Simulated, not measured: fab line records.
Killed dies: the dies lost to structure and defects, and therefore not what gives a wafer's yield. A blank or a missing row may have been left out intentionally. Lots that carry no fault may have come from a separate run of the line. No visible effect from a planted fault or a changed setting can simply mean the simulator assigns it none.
Matching of chambers	flow nand_harc	NHARC_A_CHANNEL_FILL_D2_ALD_16 on ald_hk-02: 4 sister chambers
The step deposits SiO2, target thk 1.5 nm, pulse time 10 s, ald cycles 15. 14 wafers are shown with their chamber, then 7 later ones without.

WAFERS PAIRED WITH THEIR CHAMBERS
wafer	chamber	heater_power_w (W)	heater_power_outer_w (W)	precursor_pulse_height_rel
L074.4	2	490	259	0.966
L074.5	1	432	274	1.036
L074.6	0	460	235	0.999
L077.2	3	405	245	0.989
L077.4	0	460	241	0.994
L077.5	3	406	235	0.999
L085.1	2	503	262	1.051
L085.3	1	445	282	1.004
L085.4	0	439	237	0.976
L087.4	2	497	273	1.013
L087.5	0	447	225	0.990
L087.6	1	456	277	0.966
L089.2	1	456	274	1.018
L089.4	0	448	234	0.972

SIGNATURES (averages over the wafers above)
reading	chamber 0	chamber 1	chamber 2	chamber 3	scatter within a chamber
heater_power_w	450.80	447.25	496.67	405.50	8.98
heater_power_outer_w	234.40	276.75	264.67	240.00	5.84
precursor_pulse_height_rel	0.98620	1.00600	1.01000	0.99400	0.0262
Rule: distance of a wafer from a chamber = root of the sum over the readings of ((wafer's reading minus chamber's mean) / reading's scatter) squared. If the next closest chamber is less than 2 further off than the closest, the wafer can't be placed; otherwise it belongs to the closest. The scatter: take each reading less its chamber's mean, square it, sum over the shown wafers, divide by the number of wafers less the number of chambers, and take the root.

WAFERS WHOSE CHAMBER IS MISSING
wafer	heater_power_w (W)	heater_power_outer_w (W)	precursor_pulse_height_rel
L089.6	453	277	0.982
L091.1	393	228	0.984
L091.2	462	276	0.952
L091.6	486	272	1.004
L096.1	388	228	0.971
L096.3	462	276	0.959
L096.6	500	269	1.020

EACH ONE'S CHAMBER
wafer	from the rows above	in truth
L089.6	1	1
L091.1	3	3
L091.2	1	1
L091.6	2	2
L096.1	3	3
L096.3	1	1
L096.6	2	2
Correct placement for 7 of the 7. From these rows, 0 cannot be placed. Placed wrongly: 0.
